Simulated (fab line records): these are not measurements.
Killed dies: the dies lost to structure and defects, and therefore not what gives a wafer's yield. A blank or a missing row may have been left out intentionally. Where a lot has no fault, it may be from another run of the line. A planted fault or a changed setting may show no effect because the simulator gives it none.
fab line records	flow nand_harc
[record] lots = 6	wafers = 18	last_day = 24
route steps=1159 shown THIN_TSV@1140
lots untouched by any fault: they come from a run of this same line in which no faults occurred
start_h: start of the lot's first displayed wafer, in hours after the record's first day	wait_h: time in hours since the lot's previous step	" identical to the entry in the row above	L1.1+2: several wafers, shown together as one row	- either no value or no given start	* or withheld: withheld	< > ~ a bound
route shown NAME@n: names a module that has steps shown in the file, with the first one's number in the route	usual: mean/standard deviation taken from wafers without a fault	same: alike in all rows	chamber/n: place in a boat	sites: per-site readings	_std_site: their standard deviation	_edge_site: outer sites' mean less inner sites'	radius_mm: how far each site lies from the wafer's centre	mask NAME#n: copy n	behind: the most recent tool/chamber to have shaped the wafer	hold: reason for holding the lot/hours on hold/outcome of the hold	device: whichever transistor did not switch (one of n, p or np)	end of line: at the end of the route, the tests of the same wafers	where a step has no rows: the recipe by itself	killed: at the first sort, the dies lost to defects and structure; wafer yield is something else	map: a wafer's dies, x killed, . not, _ none there
set.NAME: the setting that was run; set.NAME@STEP: the one run at that earlier step	model.NAME: the simulator's own value behind a step, which no gauge read
lots at selected steps of the route; one table per step, one row per wafer
services: from which hour (start_h, from the record's first day; less than 0 if before it) a tool's chamber was out of use, for how many hours, and why
[[steps]]
[step NHARC_THIN_TSV_DEHYDRATE_25]
[recipe] temp_c = 150	time_s = 120
[step NHARC_THIN_TSV_HMDS_26]
[recipe] time_s = 30
[step NHARC_THIN_TSV_COAT_27]
[recipe] spin_rpm = *
[step NHARC_THIN_TSV_SOFTBAKE_28]
[recipe] temp_c = 122	time_s = 95
[step NHARC_THIN_TSV_EBR_29]
[step NHARC_THIN_TSV_EXPOSE_30]
[recipe] na = 0.55	dose_mj = 11.47	mask_id = PAD
[step NHARC_THIN_TSV_PEB_31]
[recipe] peb_temp_c = 118	peb_time_s = 85
[step NHARC_THIN_TSV_DEVELOP_32]
[recipe] time_s = 70
[step NHARC_THIN_TSV_CD_MEAS_33]
[recipe] target_cd_nm = 5000	landing_energy_ev = 500
[usual] cd_nm = 4999.2/1.4
lot.wafer	tool	chamber	start_h	wait_h	cd_nm
L904.2	cd_sem-03	0	470.62	-	4998.0
L904.3	"	0	"	"	4997.4
L904.4	"	0	"	"	4998.0
L908.2	cd_sem-01	0	488.11	-	5000.6
L908.4	"	0	"	"	5000.2
L908.6	"	0	"	"	4998.7
L916.3	cd_sem-01	0	538.77	-	5000.5
L916.4	"	0	"	"	5001.5
L916.6	"	0	"	"	5000.2
L917.2	cd_sem-03	0	540.39	-	5002.1
L917.4	"	0	"	"	5001.7
L917.6	"	0	"	"	5001.0
L919.2	cd_sem-02	0	551.31	-	4999.9
L919.3	"	0	"	"	4998.9
L919.4	"	0	"	"	4997.7
L922.3	cd_sem-03	0	563.40	-	5001.4
L922.5	"	0	"	"	4999.3
L922.6	"	0	"	"	4999.0
[step NHARC_THIN_TSV_HARDBAKE_34]
[recipe] temp_c = 125	time_s = 80
[step NHARC_THIN_TSV_DESCUM_35]
[recipe] time_s = 3	o2_flow_sccm = 200	ar_flow_sccm = 0	bias_power_w = 0	chemistry = O2
[usual] drypump_motor_current_A = 5.7/0.31	mfc_ar_sccm = 0.015/0.013	o2_flow_sccm = 199.9/0.59	oes_product_au = 0.999/0.0077	rf_vpp_V = 57.8/0.81	showerhead_plenum_p_Torr = 1.89/0.058	throttle_valve_pct = 11.310/0.0094
[same] bias_power_w = 0
lot.wafer	tool	chamber	start_h	wait_h	drypump_motor_current_A	mfc_ar_sccm	o2_flow_sccm	oes_product_au	rf_hours_counter_h	rf_vpp_V	showerhead_plenum_p_Torr	throttle_valve_pct
L904.2	rie_diel-09	3	470.78	-	5.8	0.011	199.1	0.996	2	58.1	1.85	11.312
L904.3	"	1	"	"	5.3	0.031	199.2	1.001	2	57.7	1.95	11.318
L904.4	"	1	"	"	5.3	0.031	200.3	1.003	-	59.3	1.95	11.297
L908.2	rie_diel-09	2	488.26	-	5.9	0.026	201.0	0.995	3	57.5	1.87	11.312
L908.4	"	1	"	"	5.3	0.031	200.2	0.982	4	57.7	1.95	11.309
L908.6	"	3	"	"	5.8	0.011	200.4	0.995	-	57.5	1.85	11.307
L916.3	rie_diel-09	2	538.94	-	6.0	0.026	200.6	0.991	6	57.0	1.87	11.303
L916.4	"	3	"	"	5.7	0.011	200.3	1.006	7	58.3	1.85	11.313
L916.6	"	1	"	"	5.3	0.031	200.1	0.997	-	58.2	1.95	11.322
L917.2	rie_diel-09	0	540.56	-	5.9	0	200.0	1.011	7	58.2	1.95	11.310
L917.4	"	1	"	"	5.3	0.031	201.0	0.998	6	58.8	1.95	11.325
L917.6	"	0	"	"	6.0	0	200.3	1.017	-	58.3	1.95	11.302
L919.2	rie_diel-07	0	551.48	-	5.9	0	199.5	1.004	16	58.4	1.82	11.309
L919.3	"	1	"	"	5.3	0.011	199.1	1.002	17	57.7	1.83	11.302
L919.4	"	2	"	"	5.5	0	201.4	1.003	18	57.2	1.97	11.321
L922.3	rie_diel-09	0	563.59	-	5.9	0	201.2	0.994	9	58.6	1.95	11.322
L922.5	"	2	"	"	6.0	0.026	200.7	0.985	-	57.8	1.86	11.331
L922.6	"	0	"	"	5.9	0	200.4	0.995	-	57.8	1.95	11.319
[step NHARC_THIN_TSV_ETCH_59]
[recipe] target_depth_a = 8800	icp_w = 900	bias_w = 100	Cl2_flow_sccm = 60	bcl3_flow_sccm = 30	time_s = 138.1	chemistry = Cl2/BCl3
[usual] drypump_motor_current_A = 5.9/0.63	oes_product_au = 1.000/0.0075	rf_fwd_power_W = 894.9/2.7	throttle_valve_pct = 22.265/0.0096
lot.wafer	tool	chamber	start_h	wait_h	drypump_motor_current_A	oes_product_au	rf_fwd_power_W	rf_hours_counter_h	throttle_valve_pct
L904.2	rie_metal-01	1	470.96	0.2	6.6	0.999	892.8	4.1	22.269
L904.4	"	0	"	"	6.1	1.010	898.1	-	22.261
L904.3	"	1	"	"	6.6	1.010	894.4	-	22.267
L908.2	rie_metal-01	0	488.44	0.2	6.1	1.005	893.6	4.6	22.274
L908.4	"	0	"	"	6.1	1.004	893.5	-	22.267
L908.6	"	0	"	"	6.1	0.997	896.0	-	22.264
L916.4	rie_metal-02	0	539.12	0.1	6.0	1.006	897.3	-	22.282
L916.3	"	1	"	"	6.5	1.003	892.8	-	22.260
L916.6	"	1	"	"	6.5	0.996	894.7	-	22.264
L917.2	rie_metal-03	1	540.67	0.1	5.1	1.001	897.0	2.0	22.275
L917.4	"	1	"	"	5.1	1.008	895.7	-	22.275
L917.6	"	1	"	"	5.1	0.996	898.6	-	22.256
L919.2	rie_metal-02	0	551.59	0.1	6.0	1.009	891.9	4.8	22.270
L919.4	"	0	"	"	6.0	0.992	893.1	-	22.260
L919.3	"	1	"	"	6.4	0.993	893.3	-	22.252
L922.3	rie_metal-02	1	563.85	0.2	6.5	1.004	895.4	-	22.271
L922.5	"	1	"	"	6.5	1.000	892.8	-	22.246
L922.6	"	1	"	"	6.5	1.003	896.5	-	22.252
[step NHARC_THIN_TSV_ETCH_36]
[recipe] target_depth_a = 650	over_etch_frac = 0.3	time_s = 18.571	ion_energy_ev = 150	chemistry = Cl2/BCl3
[usual] drypump_motor_current_A = 5.9/0.63	oes_product_au = 0.999/0.0077
lot.wafer	tool	chamber	start_h	wait_h	drypump_motor_current_A	oes_product_au	rf_hours_counter_h
L904.2	rie_metal-01	1	471.19	0.2	6.6	0.832	4.2
L904.3	"	0	"	"	6.1	1.011	-
L904.4	"	1	"	"	6.6	0.842	-
L908.2	rie_metal-01	0	488.66	0.2	6.1	0.856	4.8
L908.4	"	1	"	"	6.6	0.833	-
L908.6	"	1	"	"	6.6	0.990	-
L916.4	rie_metal-02	0	539.32	0.2	6.0	1.001	-
L916.3	"	1	"	"	6.5	0.990	-
L916.6	"	1	"	"	6.5	1.000	-
L917.2	rie_metal-03	0	540.93	0.2	5.0	0.991	2.2
L917.4	"	0	"	"	4.9	1.010	-
L917.6	"	0	"	"	5.0	1.006	-
L919.2	rie_metal-02	1	551.85	0.2	6.5	0.998	4.5
L919.3	"	1	"	"	6.5	0.997	-
L919.4	"	0	"	"	6.0	1.002	-
L922.3	rie_metal-02	1	564.21	0.3	6.5	1.001	-
L922.5	"	1	"	"	6.4	0.996	-
L922.6	"	1	"	"	6.5	0.994	-
[step NHARC_THIN_TSV_STRIP_56]
[recipe] power_w = 1500	temp_c = 250	chemistry = O2
[usual] drypump_motor_current_A = 5.6/0.41	heater_power_w = 304/19
lot.wafer	tool	chamber	start_h	wait_h	drypump_motor_current_A	heater_power_w	rf_hours_counter_h
L904.2	plasma_asher-02	0	471.39	0.2	5.1	289	39
L904.3	"	0	"	"	5.1	284	-
L904.4	"	1	"	"	6.0	283	-
L908.2	plasma_asher-01	0	488.80	0.1	6.1	322	9
L908.4	"	0	"	"	6.0	331	-
L908.6	"	0	"	"	6.0	331	-
L916.3	plasma_asher-01	0	539.51	0.2	6.0	326	-
L916.4	"	1	"	"	5.3	305	-
L916.6	"	1	"	"	5.3	303	-
L917.2	plasma_asher-01	0	541.54	0.6	6.1	322	27
L917.4	"	0	"	"	6.0	326	-
L917.6	"	1	"	"	5.3	301	-
L919.2	plasma_asher-01	1	552.05	0.2	5.3	309	32
L919.3	"	1	"	"	5.3	306	-
L919.4	"	0	"	"	6.0	327	-
L922.3	plasma_asher-02	1	564.46	0.2	6.0	294	-
L922.6	"	0	"	"	5.1	279	-
L922.5	"	1	"	"	6.0	289	-
[[services]]
tool	chamber	start_h	hours	kind
rie_metal-03	-	453.00	9.0	pm
plasma_asher-01	-	453.57	9.0	pm
rie_diel-09	0	464.62	-	clean
rie_diel-09	1	464.62	-	clean
rie_diel-09	2	464.62	-	clean
rie_diel-09	3	464.62	-	clean
rie_diel-09	2	469.59	7.5	repair
plasma_asher-01	-	470.49	1.7	repair
rie_diel-09	0	489.12	-	clean
rie_diel-09	1	489.12	-	clean
rie_diel-09	2	489.12	-	clean
rie_diel-09	3	489.12	-	clean
rie_metal-01	0	492.33	26.5	repair
rie_metal-01	-	509.19	9.0	pm
rie_diel-09	0	513.62	-	clean
rie_diel-09	1	513.62	-	clean
rie_diel-09	2	513.62	-	clean
rie_diel-09	3	513.62	-	clean
rie_diel-09	1	515.57	5.7	repair
rie_metal-02	-	521.10	0.1	repair
plasma_asher-02	-	537.32	9.0	pm
rie_metal-01	-	547.30	0.3	repair
rie_diel-07	2	558.22	6.9	repair
rie_diel-09	1	559.83	6.9	repair
[[key]]
[first_sign] step = NHARC_THIN_TSV_ETCH_36	reading = oes_product_au	direction = down	sigmas = 21	usual = 0.999	struck = 0.840
effect none on later readings
met_at NHARC_THIN_TSV_ETCH_36
struck_wafers L904.2,L904.4,L908.2,L908.4
later_rows_left_out L904.2,L904.4,L908.2,L908.4
sort_left_out L904.2,L904.4,L908.2,L908.4
[fault] kind = process_parameter_drift	tool = rie_metal-01	chamber = -	onset_h = 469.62	steps = NHARC_THIN_TSV_ETCH_36	channel = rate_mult	offset = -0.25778	shape = step	end_h = 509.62	scope = struck_wafers_only
// sort_left_out: the simulated sort isn't trusted on such a fault, so these wafers' sort isn't shown, and their yield isn't known
// later_rows_left_out: the simulator's readings of these wafers behind a module that went badly wrong aren't trusted and aren't shown, but for the sort
